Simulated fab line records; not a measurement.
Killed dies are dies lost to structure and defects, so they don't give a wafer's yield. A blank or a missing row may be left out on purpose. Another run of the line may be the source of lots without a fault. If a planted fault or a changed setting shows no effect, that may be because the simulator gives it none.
fab line records	flow nand-harc
record lots=5	wafers=15	last-day=32
route steps=1302 shown A_CHANNEL_HOLE_D2@570 END@1301
lots that met no fault: from a run of the same line without faults
start-h: hours from the record's first day to the start of the lot's first wafer shown	wait-h: how many hours have passed since the lot's step before this one	" same as the row above	L1.1+2: several wafers, shown together as one row	- value missing, or start not given	* or withheld: withheld	< > ~ a bound
route shown NAME@n: a module of which the file shows steps, and the number in the route of the first	usual: average and standard deviation across the fault-free wafers	same: alike in all rows	chamber/n: place in a boat	sites: each site's reading	_std_site: standard deviation of those values	_edge_site: inner sites' mean taken away from outer sites' mean	radius-mm: for every site, how far away it sits from the centre of the wafer	mask NAME#n: copy n	behind: the most recent tool/chamber to have shaped the wafer	hold: reason for holding the lot/hours on hold/outcome of the hold	device: which transistor (n, p or np) failed to switch	end of line: the tests these same wafers got at the end of their route	a step with no rows: only its recipe	killed: the dies lost at the first sort to structure and to defects; this is not the yield of the wafer	map: a wafer's dies, marking killed ones x, the rest . and places with no die _
set.NAME: the run value of the setting; set.NAME@STEP: its run value at that earlier step	model.NAME: the simulator's own value behind a step, which no gauge read
certain route steps with their lots: each step a table, each wafer a row
services: a tool's chamber out of use, with start hour (start-h, from the record's first day; less than 0 if before it), hours out, and reason
## steps
# step NHARC_A_CHANNEL_HOLE_D2_DEP_00
# recipe target-thk-a=31000	temp-c=400	material=aC
# step NHARC_A_CHANNEL_HOLE_D2_DEP_01
# recipe target-thk-a=1400	target-thk-nm=140	temp-c=400	pressure-torr=3.5	flow-sccm=200	rf-w=350	material=SiON
# step NHARC_A_CHANNEL_HOLE_D2_DEHYDRATE_02
# recipe temp-c=150	time-s=120
# step NHARC_A_CHANNEL_HOLE_D2_HMDS_03
# recipe time-s=30
# step NHARC_A_CHANNEL_HOLE_D2_COAT_36
# recipe temp-c=260	time-s=75
# step NHARC_A_CHANNEL_HOLE_D2_COAT_37
# recipe temp-c=225	time-s=65
# step NHARC_A_CHANNEL_HOLE_D2_COAT_04
# recipe spin-rpm=1500	resist-thk-nm=90
# step NHARC_A_CHANNEL_HOLE_D2_SOFTBAKE_05
# recipe temp-c=105	time-s=55
# step NHARC_A_CHANNEL_HOLE_D2_EBR_06
# step NHARC_A_CHANNEL_HOLE_D2_EXPOSE_07
# recipe na=1.35	target-cd-nm=100	sigma-outer=0.3	dose-mj=59.65	mask-id=HOLE_D2
# usual exposure-dose-mJ-cm2=59.60/0.07
lot.wafer	tool	chamber	start-h	wait-h	mask	exposure-dose-mJ-cm2
L245.1	arfi-scanner-02	0	372.89	-	HOLE_D2#0	84.26
L245.4	"	0	"	"	HOLE_D2#0	84.27
L245.5	"	0	"	"	HOLE_D2#0	84.27
L247.1	arfi-scanner-02	0	388.14	-	HOLE_D2#0	79.33
L247.2	"	0	"	"	HOLE_D2#0	79.35
L247.4	"	0	"	"	HOLE_D2#0	79.40
L248.1	arfi-scanner-02	0	397.62	-	HOLE_D2#0	78.28
L248.2	"	0	"	"	HOLE_D2#0	78.28
L248.3	"	0	"	"	HOLE_D2#0	78.35
L258.1	arfi-scanner-01	0	495.27	-	HOLE_D2#0	59.58
L258.4	"	0	"	"	HOLE_D2#0	59.60
L258.5	"	0	"	"	HOLE_D2#0	59.62
L259.1	arfi-scanner-03	0	502.85	-	HOLE_D2#0	59.55
L259.5	"	0	"	"	HOLE_D2#0	59.59
L259.6	"	0	"	"	HOLE_D2#0	59.56
# step NHARC_A_CHANNEL_HOLE_D2_PEB_08
# recipe peb-temp-c=100	peb-time-s=65
# step NHARC_A_CHANNEL_HOLE_D2_DEVELOP_09
# recipe develop-time-s=35	dev-temp-c=23
# step NHARC_A_CHANNEL_HOLE_D2_CD_MEAS_10
# recipe target-cd-nm=100	landing-energy-ev=500
# usual cd-nm=100.1/0.4
# same landing-energy-ev=500
lot.wafer	tool	chamber	start-h	wait-h	cd-nm
L245.1	cd-sem-03	0	373.03	-	116.5
L245.4	"	0	"	"	116.6
L245.5	"	0	"	"	116.8
L247.1	cd-sem-03	0	388.28	-	113.6
L247.2	"	0	"	"	113.6
L247.4	"	0	"	"	114.2
L248.1	cd-sem-01	0	397.76	-	113.1
L248.2	"	0	"	"	112.7
L248.3	"	0	"	"	113.1
L258.1	cd-sem-03	0	495.41	-	100.0
L258.4	"	0	"	"	100.0
L258.5	"	0	"	"	99.2
L259.1	cd-sem-03	0	502.99	-	99.9
L259.5	"	0	"	"	100.0
L259.6	"	0	"	"	100.1
# step NHARC_A_CHANNEL_HOLE_D2_DESCUM_15
# recipe time-s=3	o2-flow-sccm=200	ar-flow-sccm=0	bias-power-w=0	chemistry=O2
# usual drypump-motor-current-A=5.7/0.43	oes-product-au=1.001/0.008	rf-vpp-V=57.8/0.94	showerhead-plenum-p-Torr=1.91/0.11	throttle-valve-pct=11.310/0.0094
lot.wafer	tool	chamber	start-h	wait-h	drypump-motor-current-A	oes-product-au	rf-hours-counter-h	rf-vpp-V	showerhead-plenum-p-Torr	throttle-valve-pct	model.A_CHANNEL_HOLE_D2.cd-nm
L245.4	rie-diel-07	2	373.25	0.1	5.7	1.001	4.2	57.1	2.05	11.323	117.1
L245.1	"	1	"	"	5.4	1.008	3.5	57.4	2.01	11.303	116.7
L245.5	"	2	"	"	5.7	1.007	-	59.7	2.05	11.317	116.8
L247.4	rie-diel-08	1	388.47	0.1	5.8	1.008	0.3	57.2	1.78	11.314	114
L247.2	"	3	"	"	6.7	1.010	0.2	57.1	1.79	11.312	113.7
L247.1	"	0	"	"	5.6	1.008	0.2	59.6	1.98	11.311	113.7
L248.3	rie-diel-03	1	397.95	0.1	5.7	0.998	6.0	55.7	1.78	11.321	113
L248.2	"	3	"	"	6.2	1.013	4.8	57.7	1.95	11.319	112.8
L248.1	"	0	"	"	5.0	0.992	3.9	58.1	1.94	11.310	113.2
L258.1	rie-diel-07	1	495.60	0.1	5.4	0.987	1.7	58.1	2.01	11.319	99.96
L258.4	"	2	"	"	5.7	1.001	1.3	59.0	2.05	11.319	100
L258.5	"	1	"	"	5.4	0.995	-	57.6	2.01	11.301	99.35
L259.1	rie-diel-08	3	503.20	0.1	6.7	1.006	5.4	56.3	1.79	11.330	99.9
L259.6	"	0	"	"	5.6	1.007	-	58.0	1.98	11.295	100.5
L259.5	"	1	"	"	5.7	1.001	-	58.8	1.78	11.302	100.2
# step NHARC_A_CHANNEL_HOLE_D2_ETCH_38
# recipe target-depth-a=390	over-etch-frac=0.3	time-s=65	ion-energy-ev=80	cf4-flow-sccm=150	ar-flow-sccm=0	rf-w=300	bias-w=100	chemistry=CF4
# step NHARC_A_CHANNEL_HOLE_D2_ETCH_39
# recipe target-depth-a=2600	over-etch-frac=0.3	time-s=325	ion-energy-ev=200	n2-flow-sccm=150	h2-flow-sccm=150	ar-flow-sccm=0	rf-w=400	bias-w=150	chemistry=N2/H2
# step NHARC_A_CHANNEL_HOLE_D2_ETCH_34
# recipe target-depth-a=1540	time-s=77	cf4-flow-sccm=100	chf3-flow-sccm=30	ar-flow-sccm=0	rf-w=500	bias-w=200	chemistry=CF4/CHF3
# step NHARC_A_CHANNEL_HOLE_D2_ETCH_16
# recipe target-depth-a=31000	over-etch-frac=0.3	time-s=806	ion-energy-ev=150	o2-flow-sccm=400	cos-flow-sccm=20	ar-flow-sccm=0	rf-w=500	bias-w=300	chemistry=O2/COS
# step NHARC_A_CHANNEL_HOLE_D2_CD_MEAS_18
# usual cd-nm=99.4/1.7
lot.wafer	tool	chamber	start-h	wait-h	cd-nm
L245.1	cd-sem-02	-	374.35	-	115.5
L245.4	"	-	"	"	116.1
L245.5	"	-	"	"	113.1
L247.1	cd-sem-03	-	389.70	-	115.2
L247.2	"	-	"	"	116.3
L247.4	"	-	"	"	114.8
L248.1	cd-sem-02	-	399.05	-	112.9
L248.2	"	-	"	"	112.9
L248.3	"	-	"	"	110.4
L258.1	cd-sem-01	-	496.70	-	97.6
L258.4	"	-	"	"	98.2
L258.5	"	-	"	"	98.2
L259.1	cd-sem-03	-	504.28	-	98.7
L259.5	"	-	"	"	101.1
L259.6	"	-	"	"	97.2
# step NHARC_A_CHANNEL_HOLE_D2_ETCH_19
# recipe bias-v=1200	source-w=2500	pressure-mtorr=15	time-s=34.5	ar-flow-sccm=375	c4f8-flow-sccm=28.8	o2-flow-sccm=96.2	temp-c=-20	target-depth-a=*	chemistry=C4F8/O2/Ar
# step NHARC_A_CHANNEL_HOLE_D2_ETCH_20
# recipe bias-v=3000	source-w=withheld	pressure-mtorr=20	time-s=361.9	ar-flow-sccm=375	c4f8-flow-sccm=89.3	o2-flow-sccm=35.7	temp-c=-20	target-depth-a=16000	chemistry=C4F8/O2/Ar
# step NHARC_A_CHANNEL_HOLE_D2_ETCH_21
# recipe bias-v=3000	source-w=withheld	pressure-mtorr=20	time-s=514.3	ar-flow-sccm=375	c4f8-flow-sccm=89.3	o2-flow-sccm=35.7	temp-c=-20	target-depth-a=16000	chemistry=C4F8/O2/Ar
# step NHARC_A_CHANNEL_HOLE_D2_ETCH_22
# recipe bias-v=3000	source-w=withheld	pressure-mtorr=20	time-s=666.7	ar-flow-sccm=375	c4f8-flow-sccm=89.3	o2-flow-sccm=35.7	temp-c=-20	target-depth-a=16000	chemistry=C4F8/O2/Ar
# step NHARC_A_CHANNEL_HOLE_D2_ETCH_23
# recipe bias-v=5000	source-w=withheld	pressure-mtorr=20	time-s=819	ar-flow-sccm=375	c4f8-flow-sccm=89.3	o2-flow-sccm=35.7	temp-c=-20	target-depth-a=16000	chemistry=C4F8/O2/Ar
# step NHARC_A_CHANNEL_HOLE_D2_ETCH_24
# recipe bias-v=5000	source-w=withheld	pressure-mtorr=20	time-s=906.2	ar-flow-sccm=375	c4f8-flow-sccm=93.8	o2-flow-sccm=31.2	temp-c=-20	target-depth-a=15000	chemistry=C4F8/O2/Ar
# step NHARC_A_CHANNEL_HOLE_D2_ETCH_25
# recipe bias-v=5000	source-w=withheld	pressure-mtorr=20	time-s=1040.2	ar-flow-sccm=375	c4f8-flow-sccm=93.8	o2-flow-sccm=31.2	temp-c=-20	target-depth-a=15000	chemistry=C4F8/O2/Ar
# step NHARC_A_CHANNEL_HOLE_D2_ETCH_26
# recipe bias-v=300	source-w=2000	pressure-mtorr=30	time-s=224.1	ar-flow-sccm=375	c4f8-flow-sccm=11.4	o2-flow-sccm=113.6	temp-c=-20	target-depth-a=3000	chemistry=C4F8/O2/Ar
# step NHARC_A_CHANNEL_HOLE_D2_ETCH_27
# recipe bias-v=400	source-w=2000	pressure-mtorr=25	time-s=90	ar-flow-sccm=375	c4f8-flow-sccm=41.7	o2-flow-sccm=83.3	temp-c=-20	target-depth-a=4000	chemistry=C4F8/O2/Ar
# step NHARC_A_CHANNEL_HOLE_D2_STRIP_41
# recipe n2-flow-sccm=150	h2-flow-sccm=150	ar-flow-sccm=0	bias-w=0	chemistry=N2/H2
# step NHARC_A_CHANNEL_HOLE_D2_STRIP_42
# recipe cf4-flow-sccm=100	chf3-flow-sccm=30	ar-flow-sccm=0	bias-w=0	chemistry=CF4/CHF3
# step NHARC_A_CHANNEL_HOLE_D2_STRIP_43
# recipe o2-flow-sccm=400	cos-flow-sccm=20	ar-flow-sccm=0	bias-w=0	chemistry=O2/COS
# step NHARC_A_CHANNEL_HOLE_D2_ETCH_44
# recipe target-depth-a=1400	overetch-a=140	time-s=77	ion-energy-ev=100	cf4-flow-sccm=80	o2-flow-sccm=20	ar-flow-sccm=0	rf-w=300	bias-w=100	chemistry=CF4/O2
# usual drypump-motor-current-A=5.8/0.47	oes-product-au=1.002/0.0088	rf-vpp-V=197.4/1.6	showerhead-plenum-p-Torr=1.32/0.072	throttle-valve-pct=13.399/0.0091
lot.wafer	tool	chamber	start-h	wait-h	drypump-motor-current-A	oes-product-au	rf-hours-counter-h	rf-vpp-V	showerhead-plenum-p-Torr	throttle-valve-pct	model.A_CHANNEL_HOLE_D2.cd-nm
L245.4	rie-diel-08	1	379.15	0.1	5.8	1.009	0.1	195.2	1.24	13.409	104.6
L245.1	"	3	"	"	6.7	1.003	0.0	198.1	1.25	13.391	104.1
L245.5	"	1	"	"	5.8	1.000	-	195.4	1.24	13.390	105.6
L247.2	rie-diel-08	0	394.96	0.1	5.7	1.001	0.8	197.8	1.38	13.406	104.1
L247.1	"	1	"	"	5.8	1.000	1.0	195.0	1.24	13.397	103.7
L247.4	"	0	"	"	5.7	1.012	-	198.9	1.38	13.404	104.4
L248.2	rie-diel-07	0	407.07	0.1	5.2	1.005	5.0	198.6	1.34	13.379	102.5
L248.1	"	2	"	"	5.7	1.011	5.8	199.4	1.43	13.397	102.9
L248.3	"	3	"	"	5.8	1.001	5.8	199.9	1.43	13.396	103.5
L258.1	rie-diel-08	0	501.50	0.0	5.6	1.006	5.4	197.5	1.38	13.410	89.53
L258.4	"	2	"	"	6.0	1.001	5.1	196.0	1.24	13.409	89.52
L258.5	"	1	"	"	5.7	1.014	-	195.7	1.24	13.413	88.52
L259.1	rie-diel-03	1	509.87	0.1	5.7	0.993	1.9	196.1	1.24	13.390	89.13
L259.6	"	3	"	"	6.2	0.987	-	199.2	1.36	13.395	89.81
L259.5	"	0	"	"	4.9	0.991	-	197.7	1.35	13.403	88.99
# step NHARC_A_CHANNEL_HOLE_D2_STRIP_28
# recipe o2-flow-sccm=500	ar-flow-sccm=0	bias-w=0	chemistry=O2
# step NHARC_A_CHANNEL_HOLE_D2_PRECLEAN_29
# recipe time-s=*	temp-c=50	bath-age-min=0	chemistry=SC1
# step NHARC_A_CHANNEL_HOLE_D2_SRD_30
# step NHARC_A_CHANNEL_HOLE_D2_CD_MEAS_31
# usual cd-nm=89.8/1
lot.wafer	tool	chamber	start-h	wait-h	cd-nm
L245.1	cd-sem-01	-	379.94	-	104.2
L245.4	"	-	"	"	104.8
L245.5	"	-	"	"	106.3
L247.1	cd-sem-02	-	395.87	-	104.2
L247.2	"	-	"	"	104.2
L247.4	"	-	"	"	104.4
L248.1	cd-sem-01	-	407.88	-	103.0
L248.2	"	-	"	"	102.7
L248.3	"	-	"	"	104.0
L258.1	cd-sem-03	-	502.30	-	88.9
L258.4	"	-	"	"	89.5
L258.5	"	-	"	"	88.7
L259.1	cd-sem-01	-	510.69	0.1	89.3
L259.5	"	-	"	"	88.9
L259.6	"	-	"	"	89.4
# step NHARC_A_CHANNEL_HOLE_D2_XSEM_32
# recipe landing-energy-ev=35000
# usual bot-cd-nm=74.4/1.2	bow-nm=8.58/0.29	tilt-deg=0.08/0.048
# same landing-energy-ev=35000
lot.wafer	tool	chamber	start-h	wait-h	bot-cd-nm	bow-nm	tilt-deg
L245.1	xsem-02	0	380.03	0.1	88.8	8.60	0.14
L245.4	"	0	"	"	90.5	8.49	0.14
L245.5	"	0	"	"	90.5	8.44	0.14
L247.1	xsem-02	0	395.97	0.1	89.2	8.84	0.04
L247.2	"	0	"	"	88.2	8.73	0.04
L247.4	"	0	"	"	89.4	8.75	0.04
L248.1	xsem-01	0	407.96	0.1	87.4	8.31	0.08
L248.2	"	0	"	"	87.1	8.23	0.08
L248.3	"	0	"	"	87.8	8.20	0.08
L258.1	xsem-01	0	502.38	0.1	74.1	8.51	-0.01
L258.4	"	0	"	"	74.0	8.43	-0.01
L258.5	"	0	"	"	72.8	8.53	-0.01
L259.1	xsem-01	0	510.77	0.1	74.5	8.33	0.10
L259.5	"	0	"	"	74.1	8.48	0.10
L259.6	"	0	"	"	74.8	8.31	0.10
# step NHARC_END_WLT_00
# usual VT_DECK1_BOTTOM=0.871/0.0061	VT_DECK1_BOTTOM_INNER=0.870/0.0064	VT_DECK1_MEDIAN_NEAR_BOTTOM=0.872/0.0065	VT_DECK1_MEDIAN_NEAR_BOTTOM_INNER=0.872/0.0065	VT_DECK1_MIDDLE=0.884/0.0064	VT_DECK1_MIDDLE_INNER=0.884/0.0062	VT_DECK1_TOP=0.896/0.0069	VT_DECK1_TOP_INNER=0.895/0.0067	VT_DECK2_BOTTOM=0.870/0.0074	VT_DECK2_BOTTOM_INNER=0.870/0.007	VT_DECK2_MEDIAN_NEAR_BOTTOM=0.870/0.0073	VT_DECK2_MEDIAN_NEAR_BOTTOM_INNER=0.870/0.0073	VT_DECK2_MIDDLE=0.883/0.0079	VT_DECK2_MIDDLE_INNER=0.883/0.0075	VT_DECK2_TOP=0.895/0.0075	VT_DECK2_TOP_INNER=0.895/0.0072
lot.wafer	tool	chamber	start-h	wait-h	VT_DECK1_BOTTOM	VT_DECK1_BOTTOM_INNER	VT_DECK1_MEDIAN_NEAR_BOTTOM	VT_DECK1_MEDIAN_NEAR_BOTTOM_INNER	VT_DECK1_MIDDLE	VT_DECK1_MIDDLE_INNER	VT_DECK1_TOP	VT_DECK1_TOP_INNER	VT_DECK2_BOTTOM	VT_DECK2_BOTTOM_INNER	VT_DECK2_MEDIAN_NEAR_BOTTOM	VT_DECK2_MEDIAN_NEAR_BOTTOM_INNER	VT_DECK2_MIDDLE	VT_DECK2_MIDDLE_INNER	VT_DECK2_TOP	VT_DECK2_TOP_INNER
L245.1	prober-02	-	643.67	0.1	0.875	0.877	0.874	0.876	0.890	0.899	0.906	0.907	0.914	0.926	0.911	0.918	0.927	0.935	0.946	0.941
L245.4	"	-	645.15	1.5	0.869	0.881	0.878	0.874	0.898	0.890	0.903	0.899	0.921	0.910	0.916	0.918	0.937	0.924	0.939	0.939
L245.5	"	-	"	"	0.875	0.875	0.886	0.886	0.883	0.891	0.908	0.908	0.919	0.916	0.922	0.926	0.933	0.933	0.933	0.936
L247.1	prober-01	-	653.06	0.0	0.869	0.878	0.875	0.876	0.892	0.892	0.893	0.899	0.893	0.894	0.899	0.902	0.907	0.906	0.914	0.916
L247.2	"	-	"	"	0.876	0.868	0.874	0.874	0.884	0.885	0.901	0.896	0.887	0.892	0.900	0.898	0.909	0.910	0.907	0.917
L247.4	"	-	654.59	1.6	0.872	0.878	0.876	0.874	0.894	0.890	0.901	0.899	0.905	0.897	0.895	0.899	0.906	0.901	0.911	0.912
L248.1	prober-01	-	678.55	0.0	0.880	0.885	0.880	0.880	0.895	0.892	0.914	0.895	0.900	0.899	0.904	0.900	0.914	0.915	0.922	0.917
L248.2	"	-	"	"	0.873	0.881	0.882	0.876	0.893	0.895	0.909	0.900	0.904	0.902	0.891	0.903	0.915	0.914	0.922	0.919
L248.3	"	-	"	"	0.879	0.873	0.874	0.874	0.889	0.885	0.906	0.896	0.907	0.903	0.911	0.901	0.908	0.911	0.918	0.926
L258.1	prober-01	-	768.49	0.0	0.867	0.862	0.862	0.862	0.868	0.879	0.895	0.880	0.860	0.863	0.862	0.855	0.878	0.877	0.897	0.889
L258.4	"	-	769.98	1.5	0.865	0.862	0.867	0.868	0.877	0.881	0.883	0.890	0.866	0.867	0.860	0.866	0.872	0.882	0.877	0.878
L258.5	"	-	"	"	0.866	0.870	0.869	0.867	0.879	0.880	0.883	0.883	0.856	0.869	0.856	0.863	0.866	0.874	0.890	0.891
L259.1	prober-02	-	768.50	0.1	0.881	0.876	0.881	0.888	0.879	0.879	0.901	0.895	0.869	0.885	0.880	0.877	0.888	0.894	0.906	0.897
L259.5	"	-	770.49	2.0	0.870	0.868	0.866	0.866	0.878	0.887	0.889	0.889	0.868	0.873	0.873	0.872	0.894	0.887	0.905	0.899
L259.6	"	-	"	"	0.874	0.877	0.874	0.874	0.888	0.886	0.900	0.884	0.875	0.873	0.873	0.874	0.889	0.896	0.903	0.911
## services
tool	chamber	start-h	hours	kind
xsem-02	-	356.66	1.2	repair
arfi-scanner-02	-	363.74	0.8	repair
rie-diel-08	-	367.80	9.0	pm
rie-diel-08	0	367.80	9.0	vent-cycle
rie-diel-08	1	367.80	9.0	vent-cycle
rie-diel-08	2	367.80	9.0	vent-cycle
rie-diel-08	3	367.80	9.0	vent-cycle
arfi-scanner-03	-	368.00	4.0	pm
xsem-01	-	374.00	14.0	pm
rie-diel-08	0	376.80	-	clean
arfi-scanner-01	-	379.02	5.4	repair
rie-diel-07	0	389.59	10.0	repair
rie-diel-08	0	395.96	7.0	repair
arfi-scanner-02	-	407.74	0.9	repair
rie-diel-07	1	422.56	5.5	repair
rie-diel-07	2	432.50	20.1	repair
arfi-scanner-01	-	438.48	4.0	pm
rie-diel-07	0	445.54	1.3	repair
rie-diel-08	3	452.18	3.8	repair
arfi-scanner-03	-	453.06	0.7	repair
rie-diel-03	-	458.30	9.0	pm
rie-diel-07	-	471.20	9.0	pm
arfi-scanner-02	-	484.00	4.0	pm
arfi-scanner-03	-	487.40	0.8	repair
## key
first-sign step=NHARC_A_CHANNEL_HOLE_D2_EXPOSE_07	reading=exposure-dose-mJ-cm2	direction=up	sigmas=99+	usual=59.60	struck=80.65
effect step=NHARC_A_CHANNEL_HOLE_D2_CD_MEAS_10	reading=cd-nm	direction=up	sigmas=36	usual=100.1	struck=114.5	through=control-loop
effect step=NHARC_A_CHANNEL_HOLE_D2_CD_MEAS_18	reading=cd-nm	direction=up	sigmas=8.8	usual=99.4	struck=114.1	through=control-loop
effect step=NHARC_A_CHANNEL_HOLE_D2_CD_MEAS_31	reading=cd-nm	direction=up	sigmas=14	usual=89.8	struck=104.2	through=control-loop
effect step=NHARC_A_CHANNEL_HOLE_D2_XSEM_32	reading=bot-cd-nm	direction=up	sigmas=12	usual=74.4	struck=88.8	through=control-loop
effect step=NHARC_END_WLT_00	reading=VT_DECK2_MEDIAN_NEAR_BOTTOM_INNER	direction=up	sigmas=5	usual=0.870	struck=0.907
model-effect step=NHARC_A_CHANNEL_HOLE_D2_DESCUM_15	value=A_CHANNEL_HOLE_D2.cd-nm	without=100.1	struck=114.5
model-effect step=NHARC_A_CHANNEL_HOLE_D2_ETCH_44	value=A_CHANNEL_HOLE_D2.cd-nm	without=89.47	struck=103.9
met-at NHARC_A_CHANNEL_HOLE_D2_EXPOSE_07
struck-wafers L245.1,L245.4,L245.5,L247.1,L247.2,L247.4,L248.1,L248.2,L248.3
sort-left-out L245.1,L245.4,L245.5,L247.1,L247.2,L247.4,L248.1,L248.2,L248.3
tester-left-out L245,L247,L248
loop-trim step=NHARC_A_CHANNEL_HOLE_D2_EXPOSE_07	setting=dose	lots=L247,L248
fault kind=process-parameter-drift	tool=arfi-scanner-02	chamber=-	onset-h=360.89	steps=NHARC_A_CHANNEL_HOLE_D2_EXPOSE_07	channel=dose-mj	offset=24.646	shape=step	acts-in=these-recipes-only	stated=59.65
# tester-left-out: of these lots the tester's yield and bins aren't shown, on N5 and GAA mostly nor the transistor test; their killed dies are dies lost to structure and defects alone, not to doping, threshold or leakage, so they don't give the yield
# sort-left-out: the simulated sort isn't trusted on such a fault, so these wafers' sort isn't shown, and their yield isn't known
# loop-trim: a control loop set the setting to another value than it would have without faults
